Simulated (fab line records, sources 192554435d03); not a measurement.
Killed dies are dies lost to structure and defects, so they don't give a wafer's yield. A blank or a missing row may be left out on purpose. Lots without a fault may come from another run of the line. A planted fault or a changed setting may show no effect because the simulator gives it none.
A struck lot beside a sound one | flow n5_finfet | 24 steps out of a route of 1938
Sound: wafers L855.1, L855.3, L855.5. Struck: wafers L852.1, L852.2, L852.4. The cause comes at the end.
At each step with rows: each side's tool, then ch and its chambers, then its first start. Under that, the readings that differ: sound wafers | struck wafers | difference of the means | sigmas: that difference in standard deviations of wafers without a fault.
alike: readings whose means differ by less than 2 such deviations, and words and numbers that are the same on both sides. not compared: withheld readings, readings that some wafer has no value for, bounds like >300 that may hide the same value, and numbers for which the record gives no deviation and whose values overlap.
The two part at a step that has a row with sigmas, a row that says differs or no value, or rows on one side only. Numbers that don't overlap but have no deviation are shown without sigmas and don't part them. A reading that every wafer of one side lacks parts them only if that side has two wafers or more.

first, 8 steps without rows for these wafers: N5_BEOL_M5_PRE_CLEAN_77 (time 15 s); N5_BEOL_M5_CO_CAP_78 (material Co, precursor CCTBA/H2, target thk 2 nm, time 102.1 s); N5_BEOL_M5_PRE_CLEAN_55 (time 15 s); N5_BEOL_M5_DEP_56 (deposits SiCN from 3MS/NH3, target thk 8 nm, time 14 s); N5_BEOL_M6_ILD_DEP_00 (deposits SiCOH lowk from DEMS/porogen, target thk 179.75 nm, time 33.4 s); N5_BEOL_M6_CURE_74 (cures SiCOH lowk, time 240 s); N5_BEOL_M6_PECVD_70 (deposits SiO2 from TEOS/O2, target thk 20 nm, time 22.7 s); N5_BEOL_M6_HM_DEP_02 (deposits TiN, target thk 20 nm).
N5_BEOL_M6_COAT_59: time 60 s, resist thk 100 nm.
  sound on litho_track-01 ch 0, day 14 12:44; struck on litho_track-05 ch 0, day 13 16:27
  reading                                  | sound                | struck               | difference | sigmas
  dispense_pressure_kPa (kPa)              | 47.3 47.3 47.3       | 51.0 51.0 51.0       | +3.7       | +2
  spin_speed_rpm (rpm)                     | 1500.3 1501.1 1500.2 | 1573.2 1574.2 1574.1 | +73.3      | +67
  model.SOC_of_BEOL_M6_COAT_59.thk_nm (nm) | 99.8 99.6 99.8       | 97.2 97.6 97.2       | -2.4       |
  alike: plate_temp_C
then, 9 steps without rows for these wafers: N5_BEOL_M6_COAT_60 (time 60 s, resist thk 35 nm); N5_BEOL_M6_COAT_05 (resist thk 90 nm); N5_BEOL_M6_EBR_07; N5_BEOL_M6_SOFTBAKE_06 (time 60 s); N5_BEOL_M6_EXPOSE_08 (exposes mask M6); N5_BEOL_M6_PEB_09 (peb time 60 s); N5_BEOL_M6_DEVELOP_10 (develop time 30 s); N5_BEOL_M6_DESCUM_16 (chemistry O2, time 7.9 s); N5_BEOL_M6_ETCH_61 (etches SiARC in CF4, target depth 45.5 nm, time 75.8 s).
N5_BEOL_M6_ETCH_62: etches SOC in N2/H2, target depth 110 nm, overetch 22 nm, time 165 s.
  sound on rie_diel-02 ch 1,3, day 14 13:17; struck on rie_diel-02 ch 0,1,2, day 13 17:04
  reading                  | sound             | struck            | difference | sigmas
  model.etch.depth_nm (nm) | 99.86 99.68 99.78 | 97.14 97.61 97.12 | -2.48      |
  alike: drypump_motor_current_A, oes_product_au, rf_fwd_power_W, rf_vpp_V, showerhead_plenum_p_Torr, throttle_valve_pct
  not compared: rf_hours_counter_h
then, 2 steps without rows for these wafers: N5_BEOL_M6_STRIP_68 (strips in N2/H2); N5_BEOL_M6_STRIP_67 (strips in CF4).
N5_BEOL_M6_HM_OPEN_17: chemistry Cl2/BCl3, target TiN, target depth 20 nm, overetch 6 nm.
  sound on rie_metal-01 ch 1, day 14 13:28; struck on rie_metal-03 ch 0,1, day 13 17:15
  reading                                  | sound        | struck       | difference | sigmas
  drypump_motor_current_A (A)              | 6.3 6.4 6.4  | 4.9 4.9 4.9  | -1.5       | -3
  model.SOC_of_BEOL_M6_COAT_59.thk_nm (nm) | 92 91.8 91.8 | 89.2 89.4 89 | -2.7       |
  alike: oes_product_au, rf_fwd_power_W, throttle_valve_pct
  not compared: rf_hours_counter_h
then, 1 step without rows for these wafers: N5_BEOL_M6_STRIP_19 (strips in O2).
-- the record jumps here: 3 days lie between the struck wafers' starts before and after (it left off in module BEOL_M6 and takes up again in module PASSIVATION, whose first step shown is number 1936 of the route) --
N5_PASSIVATION_PROBE_49:
  sound on prober-02, day 18 12:33; struck on prober-02, day 17 04:11
  alike: defect_limited_yield, killed_at_M0_to_M3, killed_at_M4_up, killed_at_contacts, killed_at_front_end, killed_at_other, killed_dies, killed_on_rim, killed_open, killed_short, sort_bin_5_function, sort_bin_6_memory, sort_n_pass, sort_yield_pct

WHERE THEY PART
First at N5_BEOL_M6_COAT_59; last, within this record, at N5_BEOL_M6_HM_OPEN_17. Later steps at which nothing parts them and some readings are alike: N5_PASSIVATION_PROBE_49.

WHY: what the simulator had put in
Process parameter drift: litho_track-05, from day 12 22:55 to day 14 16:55, at N5_BEOL_M6_COAT_59. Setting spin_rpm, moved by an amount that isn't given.
